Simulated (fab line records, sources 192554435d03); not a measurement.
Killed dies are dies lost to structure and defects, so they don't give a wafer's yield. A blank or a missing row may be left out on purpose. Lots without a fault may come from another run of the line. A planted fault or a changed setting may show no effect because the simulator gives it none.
Chamber matching | flow n5_finfet | N5_BEOL_M5_ETCH_68 on rie_diel-06: 4 sister chambers
The step etches SOC in N2/H2, target depth 80 nm, overetch 16 nm, time 120 s. 8 wafers are shown with their chamber, then 8 later ones without.

WAFERS WITH THEIR CHAMBER
wafer  | chamber | showerhead_plenum_p_Torr (Torr) | oes_product_au (a.u.)
L075.1 | 3       | 2.72                            | 0.70
L075.5 | 2       | 2.63                            | 0.55
L080.4 | 2       | 2.62                            | 0.54
L080.5 | 3       | 2.71                            | 0.69
L085.6 | 1       | 2.40                            | 0.57
L088.5 | 1       | 2.40                            | 0.57
L088.6 | 0       | 2.47                            | 0.67
L090.2 | 0       | 2.46                            | 0.66

WAFERS WITHOUT THEIR CHAMBER
wafer  | showerhead_plenum_p_Torr (Torr) | oes_product_au (a.u.)
L090.3 | 2.39                            | 0.56
L090.6 | 2.40                            | 0.56
L095.1 | 2.61                            | 0.52
L095.3 | 2.39                            | 0.55
L095.6 | 2.61                            | 0.53
L096.1 | 2.39                            | 0.55
L096.5 | 2.39                            | 0.56
L096.6 | 2.46                            | 0.65

WHICH CHAMBER EACH WENT THROUGH
wafer  | from the rows above | in truth
L090.3 | 1                   | 1
L090.6 | 1                   | 1
L095.1 | 2                   | 2
L095.3 | 1                   | 1
L095.6 | 2                   | 2
L096.1 | 1                   | 1
L096.5 | 1                   | 1
L096.6 | 0                   | 0
Placed correctly: 8 of 8. Can't be placed from these rows: 0. Placed wrongly: 0.
How it was worked out, from the rows above alone: a wafer's distance from a chamber is the root of the sum, over the readings, of the square of ((its reading less the chamber's mean) divided by the reading's scatter). The wafer belongs to the nearest chamber; if the next one is less than 2 further off, it can't be placed. A chamber's mean is the mean of its shown wafers. The scatter: the root of (the sum of the squares of (reading less its chamber's mean) over the shown wafers, divided by (wafers less chambers)).
